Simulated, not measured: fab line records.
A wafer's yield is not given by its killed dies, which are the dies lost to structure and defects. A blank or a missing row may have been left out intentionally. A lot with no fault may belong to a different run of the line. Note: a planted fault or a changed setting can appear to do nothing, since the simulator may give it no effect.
Split-lot experiment -- flow n5-finfet -- 21 wafers read from 7 lots, route of 1938 steps

## THE SPLIT
At N5_STI_FIN_REVEAL_ETCHBACK_08 (etches SiO2 in C4F6/O2, target depth 30.5 nm, time 10.167 s), the setting time-s was moved away from the recipe's 10.167 s on 5 of the 21 wafers read, by -16.9% to +19.1%. This setting was run at the recipe's value on the other wafers.

## FROM THE SPLIT TO THE READING: what the file shows between them, 3 steps
- N5_STI_FIN_REVEAL_STRIP_24: strips in N2/H2, time 90 s
- N5_STI_FIN_REVEAL_PRECLEAN_25: cleans in SPM, time 90 s
- N5_STI_FIN_REVEAL_SRD_23: time 30 s

## THE READING
trench-depth-nm, in nm, at N5_STI_FIN_REVEAL_FIN_H_MEAS_10. A value of 52.0 nm with a standard deviation of 0.55 nm is what fault-free wafers of this fab line usually give.

wafer,"tool, chamber at the split","time-s as run, s",against the recipe,"trench-depth-nm, nm",against lot-mates on the recipe
L075.1,"rie-diel-04, 3,1,0",10.167,recipe,51.5,-
L075.3,"rie-diel-04, 3,1,0",10.167,recipe,51.8,-
L075.4,"rie-diel-04, 3,1,0",10.167,recipe,51.7,-
L077.2,"rie-diel-01, 3,0",8.486,-16.5%,48.2,-5.0
L077.4,"rie-diel-01, 2",10.167,recipe,53.2,-
L077.6,"rie-diel-01, 3,0",8.486,-16.5%,48.6,-4.6
L084.1,"rie-diel-04, 3,1,2",10.167,recipe,51.4,-
L084.2,"rie-diel-04, 3,1,2",10.167,recipe,52.0,-
L084.3,"rie-diel-04, 3,1,2",10.167,recipe,52.2,-
L088.2,"rie-diel-04, 1,0,1",10.167,recipe,52.0,-
L088.3,"rie-diel-04, 1,0,1",10.167,recipe,52.1,-
L088.6,"rie-diel-04, 1,0,1",10.167,recipe,51.9,-
L089.1,"rie-diel-04, 2",12.11,+19.1%,57.2,+5.5
L089.5,"rie-diel-04, 2",12.11,+19.1%,56.7,+5.0
L089.6,"rie-diel-04, 0",10.167,recipe,51.7,-
L091.1,"rie-diel-01, 0,2",10.167,recipe,52.4,-
L091.2,"rie-diel-01, 3",8.448,-16.9%,47.1,-4.4
L091.3,"rie-diel-01, 0,2",10.167,recipe,50.6,-
L092.1,"rie-diel-01, 2,0,3",10.167,recipe,52.7,-
L092.2,"rie-diel-01, 2,0,3",10.167,recipe,52.6,-
L092.3,"rie-diel-01, 2,0,3",10.167,recipe,51.9,-
Rows listing several chambers each stand for several wafers; the file does not say which wafer went through which chamber.

FIT RESULTS
A straight line over all 21 wafers: trench-depth-nm changes by +0.25 nm for each +1% of time-s; r = +0.97; the points scatter about the line by 0.59 nm.
The same after taking each lot's own level away (the mean of its wafers on the recipe; 21 wafers): +0.277 nm for each +1%; r = +0.99; scatter 0.38 nm.
On that fit, the largest move of time-s shifts the reading by 5.3 nm.
Across the lots, their own levels run from 51.50 to 53.20 nm, a range of 3.1 times the standard deviation given above.
So the lot-to-lot level changes the slope little: the two slopes agree.
Check: for one of the wafers moved furthest among these (+19.1%), held out of the fit, the line's prediction against its lot-mates is +5.2 nm. Against them it came out at +5.5 nm.

## ADDITIONAL SPLITS CARRIED BY THESE WAFERS
Note: prior to the reading, these wafers also went through further splits. Each is held against what the fit with the lots' levels taken away leaves over:
other split on the same wafers,wafers away from the commonest value,r with trench-depth-nm (lot level and that fit taken away)
N5_ZERO_LAYER_COAT_05 spin-rpm,11,+0.02
N5_ZERO_LAYER_EXPOSE_08 dose-mj,8,-0.27
N5_FIN_SAQP_SPACER1_ALD_24 temp-c,6,-0.05
N5_FIN_SAQP_COAT_68 spin-rpm,6,+0.34

## THE WHOLE CHAIN: every reading that the file lists as answering this split, in the file's order
step,what it does,reading,change (the file's fit),r (the file's)
N5_STI_FIN_REVEAL_FIN_H_MEAS_10,,trench-depth-nm,+0.276 nm for each +1% of the setting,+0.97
N5_BEOL_M4_RC_MEAS_101,,ION_P,"+2.11 for each +1% of the setting, in a fit together with none",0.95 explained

## THE FILE'S OWN FIT
trench-depth-nm changes by +0.276 nm for each +1% of time-s, r = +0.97.
